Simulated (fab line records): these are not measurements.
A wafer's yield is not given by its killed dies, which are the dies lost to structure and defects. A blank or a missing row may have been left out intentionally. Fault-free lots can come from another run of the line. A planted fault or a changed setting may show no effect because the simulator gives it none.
Matching of chambers	flow nand_harc	pecvd-03 running NHARC_A_M0_PRE_CLEAN_31: 3 sister chambers
The step time 12 s. 3 wafers are shown with their chamber, then 10 later ones without.

EACH WAFER AND ITS CHAMBER
wafer	chamber	heater_power_w (W)
L084.5	0	621
L084.6	1	660
L088.5	2	486

WAFERS WHOSE CHAMBER IS MISSING
wafer	heater_power_w (W)
L088.6	696
L090.1	620
L090.3	598
L090.4	621
L095.2	710
L095.4	722
L095.6	488
L097.2	551
L097.3	704
L097.4	623

THE CHAMBER EACH PASSED THROUGH
wafer	from the rows above	in truth
L088.6	can't be placed: 1 or 0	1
L090.1	can't be placed: 0 or 1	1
L090.3	can't be placed: 0 or 1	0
L090.4	can't be placed: 0 or 1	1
L095.2	can't be placed: 1 or 0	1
L095.4	can't be placed: 1 or 0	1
L095.6	2	2
L097.2	can't be placed: 2 or 0 or 1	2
L097.3	can't be placed: 1 or 0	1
L097.4	can't be placed: 0 or 1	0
Placed correctly: 1 of 10. Not placeable from these rows: 9 (in 9, the candidates include the true chamber). Placed wrongly: 0.
How it was worked out, from the rows above alone: a wafer's distance from a chamber is the root of the sum, over the readings, of the square of ((its reading less the chamber's mean) divided by the reading's scatter). The wafer belongs to the nearest chamber; if the next one is less than 2 further off, it can't be placed. The mean given for a chamber averages the wafers shown for that chamber. The scatter: root of mean squared gap, hidden wafer to nearest shown wafer, with one shown wafer a chamber.
